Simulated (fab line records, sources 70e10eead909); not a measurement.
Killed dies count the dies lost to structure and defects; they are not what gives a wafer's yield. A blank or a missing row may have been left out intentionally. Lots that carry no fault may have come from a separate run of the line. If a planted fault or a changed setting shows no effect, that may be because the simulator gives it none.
The tool behind it: which one? + flow nand_harc + 39 wafers from 13 lots sampled at 5 of the route's 1159 steps

== WHAT EACH GAUGE READ, for each wafer ==
NHARC_P_ZERO_WELL_CD_MEAS_37: the cd target is 720 nm. Usual: 718.9 nm for cd_nm, sd 2.2.
| lot  | measured    | on        | cd_nm (nm)        | flag |
|------|-------------|-----------|-------------------|------|
| L640 | day 1 16:06 | cd_sem-03 | 718.0 718.5 717.6 |      |
| L641 | day 1 22:14 | cd_sem-01 | 720.0 719.4 719.4 |      |
| L642 | day 2 04:00 | cd_sem-02 | 718.2 717.3 715.3 |      |
| L643 | day 2 10:06 | cd_sem-01 | 719.1 719.0 720.1 |      |
| L644 | day 2 16:10 | cd_sem-02 | 719.7 720.2 718.8 |      |
| L645 | day 2 21:55 | cd_sem-02 | 722.3 716.3 719.2 |      |
| L648 | day 3 16:05 | cd_sem-03 | 719.0 715.9 716.9 |      |
| L649 | day 3 22:03 | cd_sem-03 | 720.5 719.2 718.5 |      |
| L652 | day 4 15:58 | cd_sem-02 | - - -             | OFF  |
| L660 | day 6 16:10 | cd_sem-03 | 717.4 719.4 720.8 |      |
| L661 | day 6 22:46 | cd_sem-02 | 720.3 718.9 717.9 |      |
| L662 | day 7 04:08 | cd_sem-03 | 722.8 718.7 715.4 |      |
| L663 | day 7 10:00 | cd_sem-03 | 719.8 720.4 723.5 |      |

NHARC_P_ZERO_WELL_CD_MEAS_52: the cd target is 2000 nm. Usual: 1998.2 nm for cd_nm, sd 2.7.
| lot  | measured    | on        | cd_nm (nm)           | flag |
|------|-------------|-----------|----------------------|------|
| L640 | day 1 17:38 | cd_sem-03 | 1999.8 2000.9 2000.0 |      |
| L641 | day 1 23:52 | cd_sem-02 | 2003.1 2003.0 1999.6 |      |
| L642 | day 2 06:11 | cd_sem-03 | 1995.7 1996.2 1998.3 |      |
| L643 | day 2 11:44 | cd_sem-03 | 1999.1 2001.4 1997.6 |      |
| L644 | day 2 17:41 | cd_sem-02 | 1992.2 1998.5 1994.3 |      |
| L645 | day 2 23:26 | cd_sem-03 | 1997.1 1994.7 1996.1 |      |
| L648 | day 3 17:46 | cd_sem-03 | 1998.1 1996.7 2000.4 |      |
| L649 | day 3 23:44 | cd_sem-03 | 2000.9 1999.3 2000.2 |      |
| L652 | day 4 17:29 | cd_sem-02 | 1999.4 1998.2 1999.4 |      |
| L660 | day 6 17:48 | cd_sem-03 | 1996.9 1999.2 1997.1 |      |
| L661 | day 7 00:25 | cd_sem-03 | 1998.0 2004.9 2001.6 |      |
| L662 | day 7 05:38 | cd_sem-02 | 1994.7 1998.2 1994.5 |      |
| L663 | day 7 11:32 | cd_sem-03 | 1993.4 1995.7 1995.8 |      |

NHARC_P_STI_CD_MEAS_09: the cd target is 200 nm. Usual: 202 nm for cd_nm, sd 3.1.
| lot  | measured    | on        | cd_nm (nm)  | flag |
|------|-------------|-----------|-------------|------|
| L640 | day 2 13:23 | cd_sem-02 | 201 198 204 |      |
| L641 | day 2 13:33 | cd_sem-02 | 203 200 204 |      |
| L642 | day 3 02:23 | cd_sem-03 | 206 210 205 |      |
| L643 | day 3 02:14 | cd_sem-03 | 203 200 198 |      |
| L644 | day 3 13:16 | cd_sem-03 | 197 202 202 |      |
| L645 | day 3 13:25 | cd_sem-03 | 200 205 203 |      |
| L648 | day 4 10:57 | cd_sem-03 | 198 197 200 |      |
| L649 | day 4 19:27 | cd_sem-03 | 199 201 198 |      |
| L660 | day 7 13:19 | cd_sem-02 | 202 203 203 |      |
| L661 | day 7 19:23 | cd_sem-03 | 199 205 206 |      |
| L662 | day 8 01:41 | cd_sem-02 | 203 203 200 |      |
| L663 | day 8 01:50 | cd_sem-03 | 205 207 205 |      |

== EACH LOT AND THE TOOL THAT RAN IT (in order: tool; ch and the chambers of the sampled wafers; start) ==
| lot  | NHARC_P_ZERO_WELL_ETCH_65         | NHARC_P_ZERO_WELL_EXPOSE_34      |
|------|-----------------------------------|----------------------------------|
| L640 | rie_diel-05 ch 0,2,3, day 1 13:30 | krf_scanner-01 ch 0, day 1 15:56 |
| L641 | rie_diel-01 ch 0,2,3, day 1 19:29 | krf_scanner-03 ch 0, day 1 22:05 |
| L642 | rie_diel-13 ch 0,3, day 2 01:23   | krf_scanner-01 ch 0, day 2 03:50 |
| L643 | rie_diel-05 ch 0,1,3, day 2 07:29 | krf_scanner-01 ch 0, day 2 09:57 |
| L644 | rie_diel-01 ch 0,1, day 2 13:30   | krf_scanner-03 ch 0, day 2 16:01 |
| L645 | rie_diel-05 ch 0,1, day 2 19:22   | krf_scanner-03 ch 0, day 2 21:46 |
| L648 | rie_diel-01 ch 0,1,2, day 3 13:25 | krf_scanner-01 ch 0, day 3 15:56 |
| L649 | rie_diel-05 ch 0,1,2, day 3 19:35 | krf_scanner-01 ch 0, day 3 21:54 |
| L652 | rie_diel-05 ch 1,2,3, day 4 13:21 | krf_scanner-03 ch 0, day 4 15:48 |
| L660 | rie_diel-01 ch 0,1,3, day 6 13:33 | krf_scanner-02 ch 0, day 6 16:01 |
| L661 | rie_diel-05 ch 0,2,3, day 6 19:53 | krf_scanner-03 ch 0, day 6 22:37 |
| L662 | rie_diel-13 ch 0,2,3, day 7 01:29 | krf_scanner-01 ch 0, day 7 03:59 |
| L663 | rie_diel-05 ch 1,3, day 7 07:29   | krf_scanner-01 ch 0, day 7 09:50 |
- NHARC_P_ZERO_WELL_ETCH_65: etches the open film in N2/H2, target depth 80 nm, overetch 24 nm, time 87.88 s.
- NHARC_P_ZERO_WELL_EXPOSE_34: exposes mask P PWELL, target cd 720 nm.

== AS READ BY THE TOOLS THEMSELVES (means over the sampled wafers that have a number; for cases with no such wafer, the mark the record gives instead) ==
NHARC_P_ZERO_WELL_ETCH_65. Usual: drypump_motor_current_A 5.6 A, standard deviation 0.42; oes_product_au 1.001 a.u., standard deviation 0.013; rf_vpp_V 430.3 V, standard deviation 2.2; showerhead_plenum_p_Torr 2.03 Torr, standard deviation 0.072; throttle_valve_pct 14.171 %, standard deviation 0.0095.
| lot  | tool        | drypump_motor_current_A (A) | oes_product_au (a.u.) | rf_vpp_V (V) | showerhead_plenum_p_Torr (Torr) | throttle_valve_pct (%) | flag |
|------|-------------|-----------------------------|-----------------------|--------------|---------------------------------|------------------------|------|
| L640 | rie_diel-05 | 5.8                         | 0.995                 | 431.4        | 2.06                            | 14.168                 |      |
| L641 | rie_diel-01 | 5.6                         | 1.002                 | 430.6        | 2.03                            | 14.156                 |      |
| L642 | rie_diel-13 | 5.5                         | 0.997                 | 430.3        | 2.04                            | 14.172                 |      |
| L643 | rie_diel-05 | 5.6                         | 0.985                 | 430.8        | 2.05                            | 14.171                 |      |
| L644 | rie_diel-01 | 5.3                         | 0.994                 | 427.8        | 1.93                            | 14.166                 |      |
| L645 | rie_diel-05 | 5.3                         | 1.008                 | 432.7        | 2.10                            | 14.170                 |      |
| L648 | rie_diel-01 | 5.7                         | 1.009                 | 429.5        | 1.99                            | 14.170                 |      |
| L649 | rie_diel-05 | 5.7                         | 0.990                 | 431.4        | 2.06                            | 14.167                 |      |
| L652 | rie_diel-05 | 5.9                         | 0.997                 | 429.2        | 2.00                            | 14.177                 |      |
| L660 | rie_diel-01 | 5.4                         | 0.992                 | 429.0        | 1.97                            | 14.179                 |      |
| L661 | rie_diel-05 | 5.8                         | 1.004                 | 431.0        | 2.05                            | 14.158                 |      |
| L662 | rie_diel-13 | 5.6                         | 0.998                 | 430.4        | 2.05                            | 14.180                 |      |
| L663 | rie_diel-05 | 5.7                         | 1.001                 | 429.4        | 1.99                            | 14.163                 |      |

== THE ANSWER, worked out from the rows above alone ==
Rule: lot off if the mean of its wafers having a number is beyond 3 standard deviations from the usual mean. Also off: a lot with no number at a reading for which 4 or more lots have one. All remaining lots with rows at the step are treated as sound. The gauges are gone through in route order, then the tools' own readings, and for those a lot's mean is taken as printed above. The first step at which some lot is off is used, and at that step the reading that is off furthest; a lot without a number counts as furthest.
Off at NHARC_P_ZERO_WELL_CD_MEAS_37 (cd_nm): L652. Without a number there: L652.
If a tool, at a process step before that reading, ran all the lots that are off and no sound lot after the first of them, it fits. Those tools and the gauges at NHARC_P_ZERO_WELL_CD_MEAS_37 are tried in the same way. No candidate that was tried fits.

== WHAT HAD BEEN PUT IN BY THE SIMULATOR ==
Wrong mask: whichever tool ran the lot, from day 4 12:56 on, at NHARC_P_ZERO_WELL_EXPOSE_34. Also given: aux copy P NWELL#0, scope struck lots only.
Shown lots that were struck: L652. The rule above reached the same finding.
